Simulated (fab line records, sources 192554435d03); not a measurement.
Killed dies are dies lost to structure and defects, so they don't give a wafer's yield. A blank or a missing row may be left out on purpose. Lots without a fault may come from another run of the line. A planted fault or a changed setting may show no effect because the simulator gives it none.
fab line records | flow n5_finfet
record lots=10 wafers=30 last_day=18
route steps=1938 shown SD_EPI_N@287 BEOL_M4@1097 BEOL_M5@1113 PASSIVATION@1936
lots that met no fault: from a run of the same line without faults
start_h: hours from the record's first day to the start of the lot's first wafer shown | wait_h: hours since the lot's step before | " the same as in the row above | L1.1+2: a row that stands for several wafers | - no value, or no start given | * or withheld: withheld | < > ~ a bound
route shown NAME@n: a module of which the file shows steps, and the number in the route of the first | usual: mean/standard deviation of fault-free wafers | same: alike in all rows | chamber/n: place in a boat | sites: the reading at each site | _std_site: their standard deviation | _edge_site: outer sites' mean less inner sites' | radius_mm: how far each site lies from the wafer's centre | mask NAME#n: copy n | behind: the tool/chamber that last shaped the wafer | hold: why the lot was held/for how many hours/how that ended | device: the transistor (n, p or np) that didn't switch | end of line: the same wafers' tests at the end of the route | a step without rows: its recipe alone | killed: dies lost to structure and defects at the first sort, not the wafer's yield | map: a wafer's dies, x killed, . not, _ none there
set.NAME: the setting as run; set.NAME@STEP: as run at that earlier step | model.NAME: the simulator's own value behind a step, which no gauge read
steps of the route over a sample of lots; a table a step, a row a wafer
services: from which hour (start_h, from the record's first day; less than 0 if before it) a tool's chamber was out of use, for how many hours, and why
## steps
# step N5_SD_EPI_N_VAPOR_ETCH_50
# recipe chemistry=HCl target=Si temp_c=775 time_s=54 pressure_torr=20 mode=isotropic
# usual throttle_valve_pct=11.84/0.27
# columns lot.wafer tool chamber start_h wait_h throttle_valve_pct
L590.1 epi_rpcvd-02 0 51.55 0.3 12.11
L590.4 " 0 " " 12.14
L590.5 " 0 " " 12.22
L592.1 epi_rpcvd-02 0 63.09 0.3 12.08
L592.2 " 0 " " 12.24
L592.4 " 0 " " 11.91
L593.1 epi_rpcvd-02 0 68.17 0.3 12.13
L593.2 " 0 " " 11.73
L593.5 " 0 " " 12.14
L596.3 epi_rpcvd-02 0 90.14 0.3 12.19
L596.5 " 0 " " 12.10
L596.6 " 0 " " 12.31
L597.2 epi_rpcvd-01 0 94.04 0.4 11.86
L597.3 " 0 " " 11.77
L597.4 " 0 " " 11.74
L598.2 epi_rpcvd-04 0 100.87 0.5 11.38
L598.4 " 0 " " 11.51
L598.6 " 0 " " 11.19
L599.1 epi_rpcvd-01 0 104.46 0.4 11.94
L599.2 " 0 " " 11.66
L599.3 " 0 " " 12.00
L600.2 epi_rpcvd-04 0 113.97 0.4 11.51
L600.4 " 0 " " 11.39
L600.5 " 0 " " 11.50
L606.1 epi_rpcvd-01 0 146.06 0.4 12.02
L606.3 " 0 " " 11.66
L606.4 " 0 " " 11.95
L613.1 epi_rpcvd-02 0 195.73 0.3 12.11
L613.3 " 0 " " 12.12
L613.5 " 0 " " 12.15
# step N5_BEOL_M4_ANNEAL_93
# recipe temp_c=400 time_s=240 ambient=vacuum
# usual heater_power_w=850/81
# same time_s=240
# columns lot.wafer tool chamber start_h wait_h heater_power_w
L590.1 pvd_sputter-02 - 158.59 0.0 829
L590.4 " - " " 811
L590.5 " - " " 837
L592.1 pvd_sputter-03 - 174.21 0.0 871
L592.2 " - " " 747
L592.4 " - " " 867
L593.1 pvd_sputter-03 - 176.69 0.0 762
L593.2 " - " " 772
L593.5 " - " " 853
L596.3 pvd_sputter-03 - 195.44 0.0 851
L596.5 " - " " 858
L596.6 " - " " 740
L597.2 pvd_sputter-01 - 206.28 0.0 840
L597.3 " - " " 886
L597.4 " - " " 925
L598.2 pvd_sputter-02 - 212.52 0.0 856
L598.4 " - " " 817
L598.6 " - " " 852
L599.1 pvd_sputter-03 - 213.59 0.0 737
L599.2 " - " " 881
L599.3 " - " " 849
L600.2 pvd_sputter-01 - 224.41 0.0 878
L600.4 " - " " 900
L600.5 " - " " 821
L606.1 pvd_sputter-03 - 258.85 0.0 758
L606.3 " - " " 752
L606.4 " - " " 839
L613.1 pvd_sputter-03 - 317.02 0.0 745
L613.3 " - " " 878
L613.5 " - " " 851
# step N5_BEOL_M4_SPUTTER_94
# recipe material=Cu target_thk_a=45 temp_c=-20 chamber_pressure_pa=0.07 power_w=withheld time_s=8.29
# usual chamber_pressure_pa=0.07002/0.00015 substrate_temp_c=-20.00/0.095 throttle_valve_pct=29.8/0.77
# same time_s=8.29
# columns lot.wafer tool chamber start_h wait_h chamber_pressure_pa substrate_temp_c throttle_valve_pct
L590.1 pvd_sputter-02 - 158.73 0.1 0.06988 -19.95 29.0
L590.4 " - " " 0.06993 -20.03 29.2
L590.5 " - " " 0.06997 -20.01 28.5
L592.1 pvd_sputter-03 - 174.35 0.1 0.06996 -20.07 29.5
L592.2 " - " " 0.07009 -19.94 29.7
L592.4 " - " " 0.07014 -20.11 29.0
L593.1 pvd_sputter-03 - 176.83 0.1 0.07005 -19.89 30.6
L593.2 " - " " 0.06984 -20.06 29.4
L593.5 " - " " 0.07 -20.14 29.3
L596.3 pvd_sputter-03 - 195.58 0.1 0.07004 -20.13 29.7
L596.5 " - " " 0.06988 -20.01 29.0
L596.6 " - " " 0.06999 -20.04 29.5
L597.2 pvd_sputter-01 - 206.42 0.1 0.07005 -20.15 30.2
L597.3 " - " " 0.06982 -20.05 29.9
L597.4 " - " " 0.07006 -19.80 30.8
L598.2 pvd_sputter-02 - 212.66 0.1 0.06981 -20.21 28.5
L598.4 " - " " 0.07003 -19.88 29.3
L598.6 " - " " 0.07001 -20.17 28.6
L599.1 pvd_sputter-03 - 213.73 0.1 0.06976 -19.86 29.5
L599.2 " - " " 0.06975 -19.90 29.0
L599.3 " - " " 0.07 -19.73 29.6
L600.2 pvd_sputter-01 - 224.55 0.1 0.06987 -20.06 29.4
L600.4 " - " " 0.07011 -20.20 31.0
L600.5 " - " " 0.07008 -19.99 30.4
L606.1 pvd_sputter-03 - 258.99 0.1 0.07011 -20.08 29.5
L606.3 " - " " 0.07 -20.11 30.5
L606.4 " - " " 0.07 -20.05 29.2
L613.1 pvd_sputter-03 - 317.16 0.1 0.06996 -20.02 30.4
L613.3 " - " " 0.07001 -19.99 29.7
L613.5 " - " " 0.07003 -19.98 29.5
# step N5_BEOL_M4_RC_MEAS_101
# usual DIBL_N=35.7/1.3 DIBL_P=35.4/1.8 IOFF_N=0.152/0.027 IOFF_P=0.20/0.034 ION_N=672/9.8 ION_P=461/7.5 REXT_N=74.7/1.5 SS_N=71.4/0.55 SS_P=73.1/0.61 VT_N=251/3.3 VT_P=-251/3.6
# columns lot.wafer tool chamber start_h wait_h DIBL_N[mV/V] DIBL_P[mV/V] IOFF_N[nA/um] IOFF_P[nA/um] ION_N[uA/um] ION_P[uA/um] REXT_N[ohm.um] SS_N[mV/dec] SS_P[mV/dec] VT_N[mV] VT_P[mV]
L590.1 prober-02 0 162.74 0.0 37.2 39.2 0.199 0.27 681 469 74.6 72.2 74.2 247 -244
L590.4 " 0 " " 35.0 38.2 0.160 0.24 672 465 75.5 71.1 73.9 248 -246
L590.5 " 0 " " 35.2 36.6 0.161 0.22 684 467 75.6 71.0 73.7 248 -247
L592.1 prober-01 0 179.12 0.0 38.6 38.5 0.217 0.30 674 468 74.9 72.4 74.4 248 -244
L592.2 " 0 " " 34.7 32.9 0.139 0.21 671 463 74.8 71.0 72.9 251 -249
L592.4 " 0 " " 34.8 34.2 0.144 0.22 673 460 75.2 71.6 73.5 251 -248
L593.1 prober-02 0 181.19 0.0 34.3 36.0 0.149 0.18 676 457 74.0 70.9 72.8 252 -255
L593.2 " 0 " " 34.6 34.9 0.144 0.17 664 455 74.8 71.6 72.0 254 -253
L593.5 " 0 " " 33.5 35.0 0.146 0.17 670 459 74.5 70.7 73.0 251 -252
L596.3 prober-02 0 200.58 0.3 35.7 36.7 0.162 0.23 680 468 71.3 71.3 72.6 247 -247
L596.5 " 0 " " 35.7 36.7 0.163 0.23 678 467 71.6 71.4 72.1 247 -248
L596.6 " 0 " " 35.1 36.3 0.152 0.22 678 467 72.2 71.0 73.0 249 -247
L597.2 prober-02 0 209.83 0.2 36.0 36.9 0.162 0.21 676 465 75.4 72.1 73.2 247 -251
L597.3 " 0 " " 35.9 36.5 0.157 0.20 682 459 75.5 71.7 72.6 248 -250
L597.4 " 0 " " 35.6 35.6 0.153 0.20 674 462 73.6 71.3 73.1 248 -250
L598.2 prober-02 0 218.47 0.6 33.7 32.3 0.114 0.16 666 458 73.6 70.7 72.2 256 -253
L598.4 " 0 " " 35.1 34.0 0.131 0.19 674 463 73.3 71.6 72.7 255 -253
L598.6 " 0 " " 33.6 32.7 0.112 0.17 666 467 73.6 72.0 72.5 255 -255
L599.1 prober-02 0 219.25 0.4 36.5 34.9 0.147 0.19 671 458 76.4 72.1 73.5 251 -248
L599.2 " 0 " " 37.6 35.7 0.154 0.21 669 459 76.7 71.6 73.0 250 -251
L599.3 " 0 " " 37.4 36.3 0.156 0.21 675 458 78.2 72.1 73.0 253 -249
L600.2 prober-02 0 227.33 0.2 37.7 38.4 0.186 0.26 680 466 75.0 72.5 74.4 250 -245
L600.4 " 0 " " 35.7 35.6 0.148 0.22 662 463 76.0 71.3 73.1 250 -248
L600.5 " 0 " " 34.8 34.8 0.139 0.21 677 465 74.6 70.7 73.3 250 -248
L606.1 prober-01 0 261.82 0.0 35.0 34.7 0.129 0.19 657 458 74.3 71.1 73.4 253 -250
L606.3 " 0 " " 37.1 32.8 0.156 0.16 676 456 68.9 72.2 72.4 253 -252
L606.4 " 0 " " 37.4 33.7 0.152 0.17 671 453 69.2 70.7 72.1 252 -250
L613.1 prober-02 0 318.48 0.0 34.8 33.5 0.121 0.19 674 459 71.7 70.5 73.0 254 -252
L613.3 " 0 " " 33.8 32.4 0.104 0.17 653 457 71.2 70.8 72.3 259 -253
L613.5 " 0 " " 35.4 34.7 0.132 0.20 668 467 71.6 71.3 73.0 252 -249
# step N5_BEOL_M5_CURE_79
# recipe temp_c=385 time_s=240 ambient=He/Ar material=SiCOH_lowk
# usual lamp_power_pct=52.31/0.052 wafer_temp_C_max=386.8/0.61
# same time_s=240
# columns lot.wafer tool chamber start_h wait_h lamp_power_pct wafer_temp_C_max
L590.1 uv_cure-01 1 163.77 0.0 52.29 387.5
L590.4 " 1 " " 52.35 387.0
L590.5 " 1 " " 52.33 387.3
L592.1 uv_cure-01 0 180.15 0.0 52.26 386.7
L592.2 " 0 " " 52.31 386.8
L592.4 " 0 " " 52.24 386.7
L593.1 uv_cure-03 2 182.22 0.1 52.27 386.7
L593.2 " 2 " " 52.35 386.5
L593.5 " 2 " " 52.33 386.6
L596.3 uv_cure-02 2 201.45 0.2 52.34 386.2
L596.5 " 2 " " 52.28 386.0
L596.6 " 2 " " 52.26 386.6
L597.2 uv_cure-02 0 210.77 0.1 52.39 388.3
L597.3 " 0 " " 52.30 387.0
L597.4 " 0 " " 52.30 386.8
L598.2 uv_cure-01 1 219.44 0.1 52.31 387.3
L598.4 " 1 " " 52.30 387.8
L598.6 " 1 " " 52.27 387.6
L599.1 uv_cure-02 0 220.28 0.0 52.26 387.1
L599.2 " 0 " " 52.31 387.3
L599.3 " 0 " " 52.32 387.2
L600.2 uv_cure-02 2 228.31 0.2 52.43 386.3
L600.4 " 2 " " 52.26 386.3
L600.5 " 2 " " 52.27 386.3
L606.1 uv_cure-02 2 262.87 0.1 52.38 386.7
L606.3 " 2 " " 52.25 386.5
L606.4 " 2 " " 52.35 386.3
L613.1 uv_cure-02 1 319.50 0.0 52.32 386.9
L613.3 " 1 " " 52.24 387.0
L613.5 " 1 " " 52.38 387.1
# step N5_PASSIVATION_PROBE_49
# usual defect_limited_yield=91.5/1.3 killed_at_M0_to_M3=33/11 killed_at_M4_up=14/5.3 killed_at_contacts=11/6.3 killed_at_front_end=38/10 killed_at_other=3.7/2.8 killed_dies=101/16 killed_open=67/12 killed_short=32/7.4 sort_bin_5_function=5.0/0.86 sort_bin_6_memory=3.2/0.69 sort_n_pass=1079/16 sort_yield_pct=91.5/1.3
# same gross_dies=1180 killed_at_back_side=0 sort_bin_4_leakage[%]=0 sort_bin_8_speed[%]=0
# columns lot.wafer tool chamber start_h wait_h defect_limited_yield[%] killed_at_M0_to_M3 killed_at_M4_up killed_at_contacts killed_at_front_end killed_at_other killed_dies killed_open killed_short sort_bin_5_function[%] sort_bin_6_memory[%] sort_n_pass sort_yield_pct[%]
L590.1 prober-01 - 273.72 0.0 92.4 42 4 12 29 3 90 60 30 4.9 2.5 1090 92.4
L590.4 prober-01 - 273.87 0.2 90.0 56 8 14 34 6 118 78 40 5.8 3.8 1062 90.0
L590.5 prober-01 - 273.92 0.2 90.8 47 11 12 35 4 109 78 31 6.4 2.5 1071 90.8
L593.1 prober-02 - 296.98 0.0 93.2 13 13 18 30 6 80 56 21 4.3 2.4 1100 93.2
L593.2 prober-02 - 297.03 0.1 91.4 31 18 11 33 8 101 72 26 5.2 3.1 1079 91.4
L593.5 prober-02 - 297.18 0.2 92.9 14 18 12 40 0 84 59 24 4.7 2.1 1096 92.9
L598.2 prober-01 - 317.91 0.1 90.2 46 5 24 38 3 116 79 37 6.2 3.1 1064 90.2
L598.4 prober-01 - 318.01 0.2 91.2 27 9 24 35 9 104 70 33 5.3 2.9 1076 91.2
L598.6 prober-01 - 318.11 0.3 89.9 33 11 33 37 5 119 84 32 5.8 3.9 1061 89.9
# killed by level:class
L590.1 FIN_SAQP:geometric_particle:open=11 MOL_CONTACT_COAG:geometric_particle:open=11 BEOL_M0_SAQP:geometric_particle:short=11 STI_FIN_REVEAL:geometric_particle:open=6 DUMMY_GATE:geometric_particle:open=5 BEOL_M0_SAQP:geometric_particle:open=5 BEOL_M3:geometric_particle:short=5 BEOL_M1:geometric_particle:open=4
L590.4 BEOL_M2:geometric_particle:open=15 FIN_SAQP:geometric_particle:short=11 MOL_CONTACT_COAG:geometric_particle:open=10 BEOL_M3:geometric_particle:open=9 BEOL_M1:geometric_particle:open=8 BEOL_M0_SAQP:geometric_particle:open=7 FIN_SAQP:geometric_particle:open=5 BEOL_M2:geometric_particle:short=5
L590.5 BEOL_M2:geometric_particle:open=12 MOL_CONTACT_COAG:geometric_particle:open=11 BEOL_M0_SAQP:geometric_particle:open=11 FIN_SAQP:geometric_particle:short=7 BEOL_M5:geometric_particle:open=7 BEOL_M1:geometric_particle:open=7 FIN_SAQP:geometric_particle:open=6 DUMMY_GATE:geometric_particle:open=6
L593.1 MOL_CONTACT_COAG:geometric_particle:open=16 STI_FIN_REVEAL:geometric_particle:open=13 BEOL_M4:geometric_particle:open=6 BEOL_M0_SAQP:geometric_particle:short=3 MIM_TOP:geometric_particle:open=3 STARTING-WAFER:geometric_particle:open=3 FIN_SAQP:geometric_particle:open=2 FIN_SAQP:geometric_particle:short=2
L593.2 STI_FIN_REVEAL:geometric_particle:open=11 BEOL_M3:geometric_particle:open=10 MOL_CONTACT_COAG:geometric_particle:open=9 BEOL_M1:geometric_particle:open=8 DUMMY_GATE:geometric_particle:open=7 BEOL_M4:geometric_particle:open=7 GATE_CUT:geometric_particle:short=6 BEOL_M0_SAQP:geometric_particle:open=5
L593.5 STI_FIN_REVEAL:geometric_particle:open=16 MOL_CONTACT_COAG:geometric_particle:open=11 BEOL_M4:geometric_particle:open=8 FIN_SAQP:geometric_particle:open=6 FIN_SAQP:geometric_particle:short=6 BEOL_M2:geometric_particle:open=5 BEOL_M4:geometric_particle:short=4 STI_FIN_REVEAL:geometric_particle:short=3
L598.2 MOL_CONTACT_COAG:geometric_particle:open=20 BEOL_M2:geometric_particle:open=13 BEOL_M0_SAQP:geometric_particle:short=10 FIN_SAQP:geometric_particle:open=8 FIN_SAQP:geometric_particle:short=8 STI_FIN_REVEAL:geometric_particle:open=6 BEOL_M1:geometric_particle:open=6 BEOL_M3:geometric_particle:open=5
L598.4 MOL_CONTACT_COAG:geometric_particle:open=19 BEOL_M0_SAQP:geometric_particle:short=12 STI_FIN_REVEAL:geometric_particle:open=12 BEOL_M0_SAQP:geometric_particle:open=6 MOL_CONTACT_COAG:geometric_particle:short=5 BEOL_M2:geometric_particle:open=5 FIN_SAQP:geometric_particle:open=4 STARTING-WAFER:geometric_particle:short=4
L598.6 MOL_CONTACT_COAG:geometric_particle:open=30 BEOL_M0_SAQP:geometric_particle:open=12 FIN_SAQP:geometric_particle:short=11 FIN_SAQP:geometric_particle:open=9 BEOL_M0_SAQP:geometric_particle:short=9 STI_FIN_REVEAL:geometric_particle:open=5 BEOL_M2:geometric_particle:open=5 BEOL_M1:geometric_particle:open=4
## services
# columns tool chamber start_h hours kind
pvd_sputter-01 - 32.34 1.4 repair
uv_cure-01 - 33.95 0.5 repair
epi_rpcvd-01 - 34.75 18.9 pm
uv_cure-02 - 45.79 0.5 repair
epi_rpcvd-01 - 58.43 0.9 repair
epi_rpcvd-02 - 67.37 0.4 repair
uv_cure-01 - 73.98 1.0 pm
epi_rpcvd-01 - 77.88 2.8 pm
uv_cure-02 - 82.46 0.3 repair
uv_cure-01 - 98.96 6.0 pm
uv_cure-02 - 102.00 0.6 repair
epi_rpcvd-02 - 111.95 1.8 repair
epi_rpcvd-04 - 117.36 0.6 repair
uv_cure-01 - 137.86 0.7 repair
uv_cure-01 - 149.12 14.6 pm
uv_cure-01 - 165.51 1.1 repair
uv_cure-02 - 180.53 7.5 pm
epi_rpcvd-04 - 192.08 2.8 pm
uv_cure-01 - 208.05 2.8 pm
epi_rpcvd-02 - 222.26 2.6 repair
epi_rpcvd-02 - 245.76 14.6 pm
epi_rpcvd-02 - 280.07 1.0 repair
pvd_sputter-03 - 285.89 3.8 repair
uv_cure-02 - 288.75 0.7 repair
## key
first_sign step=N5_BEOL_M4_RC_MEAS_101 reading=REXT_N direction=down sigmas=3.7 usual=74.7 struck=69.1
effect none on later readings
met_at N5_SD_EPI_N_VAPOR_ETCH_50
struck_lots L606
struck_wafers L606.3,L606.4
not_acting_at N5_BEOL_M4_ANNEAL_93,N5_BEOL_M4_SPUTTER_94,N5_BEOL_M5_CURE_79
onset_between 104.46 146.06
fault kind=process_parameter_drift tool=epi_rpcvd-01 chamber=- onset_h=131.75 steps=N5_SD_EPI_N_VAPOR_ETCH_50 channel=time_s offset=* shape=step end_h=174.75 scope=struck_wafers_only acts_in=* stated=*
